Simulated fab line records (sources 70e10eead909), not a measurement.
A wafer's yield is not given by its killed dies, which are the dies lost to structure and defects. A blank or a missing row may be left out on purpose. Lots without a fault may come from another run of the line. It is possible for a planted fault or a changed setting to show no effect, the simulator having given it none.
fab line records	flow nand-harc
[record] lots = 13	wafers = 39	last-day = 24
route steps=1159 shown A_WL_FILL@824 A_BONDPAD@1061 THIN_TSV@1132 END@1159
lots that met no fault: taken from a fault-free run of the same line
start-h: hours from the record's first day to the start of the lot's first wafer shown	wait-h: hours elapsed since this lot's preceding step	" identical to the entry in the row above	L1.1+2: a single row standing in for several wafers	- no value present, or no start provided	* or withheld: withheld	< > ~ a bound
route shown NAME@n: NAME is a module with steps in the file, n the number in the route of the first one	usual: mean and standard deviation over wafers with no fault	same: alike in all rows	chamber/n: place in a boat	sites: readings site by site	_std_site: the values' standard deviation	_edge_site: mean of outer sites minus mean of inner sites	radius-mm: for every site, how far away it sits from the centre of the wafer	mask NAME#n: copy n	behind: tool/chamber where the wafer was last shaped	hold: what put the lot on hold/how long, in hours/how the hold closed	device: the n, p or np transistor that did not switch	end of line: at the end of the route, the tests of the same wafers	step lacking rows: just its recipe	killed: the dies lost at the first sort to structure and to defects; this is not the yield of the wafer	map: per-die view of a wafer (x killed, . not killed, _ where there is no die)
set.NAME: the setting the step ran with; set.NAME@STEP: the setting that earlier step ran with	model.NAME: the simulator's own value behind a step, which no gauge read
a sample of lots followed through the steps of the route, with each step as a table and each wafer as a row
services: when a tool's chamber went out of use (start-h, in hours from the record's first day, below 0 if earlier), for how many hours, and the reason
[[steps]]
[step NHARC_A_WL_FILL_STRIP_29]
[recipe] time-s = 20	o2-flow-sccm = 500	ar-flow-sccm = 0	bias-w = 0	chemistry = O2
[usual] drypump-motor-current-A = 6.1/0.4	oes-product-au = 0.998/0.0066	rf-vpp-V = 58.0/0.86	showerhead-plenum-p-Torr = 3.63/0.12	throttle-valve-pct = 17.035/0.0098
lot.wafer	tool	chamber	start-h	wait-h	drypump-motor-current-A	oes-product-au	rf-hours-counter-h	rf-vpp-V	showerhead-plenum-p-Torr	throttle-valve-pct
L220.4	rie-diel-07	1	353.00	0.1	6.6	0.982	3.6	57.3	3.59	17.030
L220.3	"	0	"	"	5.4	0.993	3.4	57.1	3.33	17.028
L220.5	"	1	"	"	6.7	0.997	-	56.3	3.59	17.043
L221.2	rie-diel-08	2	353.01	0.1	6.2	0.993	1.1	59.4	3.79	17.049
L221.5	"	0	"	"	6.4	0.992	-	59.5	3.76	17.039
L221.6	"	1	"	"	6.5	0.998	-	59.0	3.68	17.031
L223.4	rie-diel-08	1	368.60	0.1	6.5	1.006	1.4	58.9	3.68	17.044
L223.3	"	3	"	"	5.9	1.002	1.3	57.9	3.58	17.030
L223.5	"	0	"	"	6.4	1.011	-	58.3	3.76	17.031
L225.1	rie-diel-07	0	368.62	0.1	5.4	0.998	4.4	58.1	3.33	17.048
L225.5	"	2	"	"	5.8	1.009	-	59.4	3.77	17.052
L225.6	"	3	"	"	6.3	1.006	-	57.3	3.58	17.038
L224.3	rie-diel-05	3	368.65	0.1	5.4	0.993	1.1	59.5	3.58	17.028
L224.2	"	0	"	"	6.1	0.992	1.1	58.5	3.56	17.023
L224.6	"	1	"	"	6.2	0.994	-	57.5	3.55	17.029
L226.1	rie-diel-08	2	387.52	0.1	6.3	0.991	1.7	56.9	3.79	17.031
L226.2	"	0	"	"	6.4	1.000	1.6	58.6	3.76	17.040
L226.6	"	2	"	"	6.3	0.993	-	59.0	3.79	17.047
L228.2	rie-diel-05	1	403.92	0.1	6.2	0.998	3.5	57.6	3.55	17.030
L228.3	"	0	"	"	6.1	0.995	3.6	58.4	3.56	17.046
L228.4	"	0	"	"	6.1	0.993	-	58.5	3.56	17.048
L227.4	rie-diel-07	0	403.93	0.1	5.4	0.996	5.2	55.9	3.32	17.040
L227.2	"	2	"	"	5.8	0.993	5.3	58.3	3.77	17.040
L227.6	"	3	"	"	6.3	0.998	-	58.3	3.58	17.054
L229.1	rie-diel-08	3	412.78	0.1	5.9	1.004	2.4	57.1	3.58	17.029
L229.5	"	3	"	"	5.9	1.002	-	56.9	3.58	17.043
L229.6	"	0	"	"	6.4	0.993	-	58.6	3.76	17.053
L231.2	rie-diel-07	2	428.02	0.1	5.8	1.002	0.0	59.3	3.77	17.018
L231.3	"	0	"	"	5.4	0.993	0.0	57.5	3.32	17.017
L231.5	"	1	"	"	6.7	0.988	-	59.5	3.59	17.041
L230.1	rie-diel-05	2	428.06	0.1	5.6	0.992	4.4	56.8	3.68	17.031
L230.5	"	2	"	"	5.6	0.985	-	58.6	3.68	17.045
L230.6	"	3	"	"	5.4	0.999	-	57.8	3.58	17.034
L235.1	rie-diel-07	2	443.54	0.1	5.8	1.010	0.6	57.4	3.77	17.043
L235.3	"	0	"	"	5.4	0.997	0.6	58.6	3.32	17.024
L235.5	"	2	"	"	5.8	1.009	-	57.5	3.77	17.030
L242.3	rie-diel-07	1	494.90	0.1	6.7	0.999	1.8	58.6	3.59	17.026
L242.2	"	2	"	"	5.8	0.998	2.2	57.9	3.77	17.028
L242.5	"	0	"	"	5.4	0.994	-	57.2	3.32	17.048
[step NHARC_A_BONDPAD_THK_MEAS_30]
[recipe] thk-meas-gauge = ellipsometry
[usual] thk-nm = 199.9/1.4
lot.wafer	tool	chamber	start-h	wait-h	thk-nm
L221.2	film-metro-02	-	410.18	0.2	202.9
L221.5	"	-	"	"	199.8
L221.6	"	-	"	"	202.6
L220.3	film-metro-02	-	410.54	0.2	200.4
L220.4	"	-	"	"	199.2
L220.5	"	-	"	"	198.5
L224.2	film-metro-02	-	416.16	0.2	198.1
L224.3	"	-	"	"	199.2
L224.6	"	-	"	"	199.3
L223.3	film-metro-02	-	419.15	0.2	202.4
L223.4	"	-	"	"	200.1
L223.5	"	-	"	"	199.5
L225.1	film-metro-01	-	426.99	0.2	199.3
L225.5	"	-	"	"	202.3
L225.6	"	-	"	"	198.1
L226.1	film-metro-01	-	441.20	0.2	201.7
L226.2	"	-	"	"	200.3
L226.6	"	-	"	"	200.5
L227.2	film-metro-01	-	455.27	0.2	198.9
L227.4	"	-	"	"	200.7
L227.6	"	-	"	"	201.7
L228.2	film-metro-02	-	457.06	0.2	199.9
L228.3	"	-	"	"	196.4
L228.4	"	-	"	"	200.8
L229.1	film-metro-02	-	464.93	0.2	200.3
L229.5	"	-	"	"	200.9
L229.6	"	-	"	"	201.7
L230.1	film-metro-02	-	480.75	0.1	200.7
L230.5	"	-	"	"	201.9
L230.6	"	-	"	"	199.8
L231.2	film-metro-02	-	481.09	0.2	197.8
L231.3	"	-	"	"	200.9
L231.5	"	-	"	"	199.4
L235.1	film-metro-01	-	503.74	0.2	198.7
L235.3	"	-	"	"	198.8
L235.5	"	-	"	"	199.5
L242.2	film-metro-01	-	550.21	0.2	201.2
L242.3	"	-	"	"	199.5
L242.5	"	-	"	"	198.0
[step NHARC_A_BONDPAD_ANNEAL_28]
[recipe] temp-c = 225	time-s = 90
[usual] wafer_temp_C_max = 226.2/0.69
lot.wafer	tool	chamber	start-h	wait-h	wafer_temp_C_max
L221.2	rtp-anneal-02	0	412.78	0.4	225.8
L221.5	"	0	"	"	225.5
L221.6	"	0	"	"	225.8
L220.3	rtp-anneal-02	0	413.19	0.4	225.5
L220.4	"	0	"	"	225.7
L220.5	"	0	"	"	225.9
L224.2	rtp-anneal-01	0	418.95	-	226.9
L224.3	"	0	"	"	226.8
L224.6	"	0	"	"	226.8
L223.3	rtp-anneal-01	0	421.59	-	227.6
L223.4	"	0	"	"	226.9
L223.5	"	0	"	"	227.2
L225.1	rtp-anneal-02	0	429.75	-	225.6
L225.5	"	0	"	"	225.4
L225.6	"	0	"	"	225.7
L226.1	rtp-anneal-01	0	443.76	-	227.0
L226.2	"	0	"	"	226.6
L226.6	"	0	"	"	227.2
L227.2	rtp-anneal-01	0	457.82	-	226.7
L227.4	"	0	"	"	227.4
L227.6	"	0	"	"	226.8
L228.2	rtp-anneal-02	0	459.58	-	225.6
L228.3	"	0	"	"	225.6
L228.4	"	0	"	"	225.7
L229.1	rtp-anneal-01	0	467.44	0.3	227.6
L229.5	"	0	"	"	227.3
L229.6	"	0	"	"	227.0
L230.1	rtp-anneal-02	0	483.28	0.3	225.9
L230.5	"	0	"	"	225.7
L230.6	"	0	"	"	225.6
L231.2	rtp-anneal-01	0	483.73	-	228.1
L231.3	"	0	"	"	227.3
L231.5	"	0	"	"	227.2
L235.1	rtp-anneal-01	0	506.68	0.3	227.9
L235.3	"	0	"	"	227.4
L235.5	"	0	"	"	226.8
L242.2	rtp-anneal-02	0	552.61	0.3	225.8
L242.3	"	0	"	"	226.0
L242.5	"	0	"	"	226.0
[step NHARC_THIN_TSV_ANNEAL_52]
[recipe] temp-c = 225	time-s = 90
[usual] wafer_temp_C_max = 226.3/0.66
lot.wafer	tool	chamber	start-h	wait-h	wafer_temp_C_max
L221.2	rtp-anneal-02	0	428.61	0.7	225.7
L221.5	"	0	"	"	225.6
L221.6	"	0	"	"	225.8
L220.3	rtp-anneal-01	0	430.97	0.4	226.4
L220.4	"	0	"	"	226.4
L220.5	"	0	"	"	226.8
L224.2	rtp-anneal-01	0	437.10	0.7	226.1
L224.3	"	0	"	"	226.3
L224.6	"	0	"	"	226.6
L223.3	rtp-anneal-01	0	441.85	0.6	226.8
L223.4	"	0	"	"	226.5
L223.5	"	0	"	"	226.8
L225.1	rtp-anneal-01	0	448.58	0.5	227.2
L225.5	"	0	"	"	227.0
L225.6	"	0	"	"	226.6
L226.1	rtp-anneal-01	0	464.33	0.6	227.1
L226.2	"	0	"	"	227.2
L226.6	"	0	"	"	227.1
L227.2	rtp-anneal-02	0	476.35	0.6	225.6
L227.4	"	0	"	"	225.6
L227.6	"	0	"	"	225.8
L228.2	rtp-anneal-01	0	477.50	0.6	227.0
L228.3	"	0	"	"	227.1
L228.4	"	0	"	"	227.5
L229.1	rtp-anneal-02	0	486.93	0.5	225.7
L229.5	"	0	"	"	225.9
L229.6	"	0	"	"	226.2
L231.2	rtp-anneal-01	0	504.44	0.8	227.0
L231.3	"	0	"	"	226.6
L231.5	"	0	"	"	226.7
L230.1	rtp-anneal-01	0	505.43	0.7	226.9
L230.5	"	0	"	"	227.0
L230.6	"	0	"	"	226.7
L235.1	rtp-anneal-01	0	530.06	0.5	226.5
L235.3	"	0	"	"	226.8
L235.5	"	0	"	"	227.0
L242.2	rtp-anneal-01	0	568.12	0.7	226.2
L242.3	"	0	"	"	226.8
L242.5	"	0	"	"	226.8
[step NHARC_END_SORT_01]
[recipe] temp-c = 25
[usual] killed-at-array = 24/7.4	killed-at-other = 0.5/0.81	killed-at-periphery = 3.4/2.3	killed-dies = 28/8	killed-open = 3.4/1.8	killed-short = 2.0/1.4
[same] gross-dies = 677
lot.wafer	tool	chamber	start-h	wait-h	killed-at-array	killed-at-other	killed-at-periphery	killed-dies	killed-open	killed-short
L242.2	prober-02	0	579.44	2.8	28	0	1	29	1	4
L242.3	prober-02	0	580.24	3.1	75	0	5	80	2	6
L242.5	prober-02	0	581.84	3.7	39	0	3	42	4	6
// killed by level:class
L242.2 A_SLIT:chamber-film-flake=10 A_CHANNEL_HOLE_D1:chamber-film-flake=6 A_CONTACT:chamber-film-flake=4 A_WL_FILL:geometric-particle:short=2 A_STAIRCASE:chamber-film-flake=2 A_CHANNEL_FILL_D1:geometric-particle:short=1 A_CONTACT:geometric-particle:short=1 A_BLC:geometric-particle:open=1
L242.3 A_WL_FILL:unspecified=41 A_SLIT:chamber-film-flake=19 A_CHANNEL_HOLE_D1:chamber-film-flake=4 A_CONTACT:chamber-film-flake=4 P_GATE:geometric-particle:short=2 A_ZERO_WELL:chamber-film-flake=2 P_CONTACT:geometric-particle:short=1 A_SOURCE_PLATE:geometric-particle:open=1
L242.5 A_SLIT:chamber-film-flake=16 A_CHANNEL_HOLE_D1:chamber-film-flake=10 A_CONTACT:chamber-film-flake=3 A_CHANNEL_HOLE_D1:geometric-particle:short=2 A_STAIRCASE:chamber-film-flake=2 P_STI:geometric-particle:open=1 P_CONTACT:geometric-particle:open=1 P_M1:geometric-particle:open=1
[[services]]
tool	chamber	start-h	hours	kind
rie-diel-05	-	340.66	9.0	pm
rie-diel-07	0	346.89	-	clean
rie-diel-07	1	346.89	-	clean
rie-diel-07	2	346.89	-	clean
rie-diel-07	3	346.89	-	clean
rie-diel-08	-	359.83	0.8	repair
rie-diel-07	0	371.39	-	clean
rie-diel-07	1	371.39	-	clean
rie-diel-07	2	371.39	-	clean
rie-diel-07	3	371.39	-	clean
rie-diel-05	3	386.80	19.4	repair
rie-diel-07	0	395.93	-	clean
rie-diel-08	0	396.60	7.9	repair
rie-diel-07	-	416.89	9.0	pm
rie-diel-08	-	433.93	0.1	repair
rie-diel-07	1	434.35	2.5	repair
rie-diel-07	0	446.39	13.2	repair
rie-diel-08	0	449.12	10.8	repair
rie-diel-08	-	478.80	9.0	pm
rie-diel-08	1	503.80	3.2	repair
rie-diel-08	3	512.79	7.8	repair
rie-diel-05	-	517.66	9.0	pm
rie-diel-05	2	551.09	7.3	repair
rie-diel-05	-	558.22	0.7	repair
[[key]]
[first-sign] step = NHARC_END_SORT_01	reading = killed-at-array	direction = up	sigmas = 6.8	usual = 24	struck = 75
[effect] step = NHARC_END_SORT_01	reading = killed-dies	direction = up	sigmas = 6.5	usual = 28	struck = 80
[more-kills-born-at] NHARC_A_WL_FILL_STRIP_29@rie-diel-07 = 41
met-at NHARC_A_WL_FILL_STRIP_29
struck-lots L242
struck-wafers L242.3
tester-left-out L242
not-acting-at NHARC_A_BONDPAD_THK_MEAS_30,NHARC_A_BONDPAD_ANNEAL_28,NHARC_THIN_TSV_ANNEAL_52
onset-between 428.02 494.90
[fault] kind = chamber-particle-source	tool = rie-diel-07	chamber = 1	onset-h = 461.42	steps = NHARC_A_WL_FILL_STRIP_29	rate-per-visit-cm2 = 0.38912	end-h = 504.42
// tester-left-out: of these lots the tester's yield and bins aren't shown, on N5 and GAA mostly nor the transistor test; their killed dies are dies lost to structure and defects alone, not to doping, threshold or leakage, so they don't give the yield
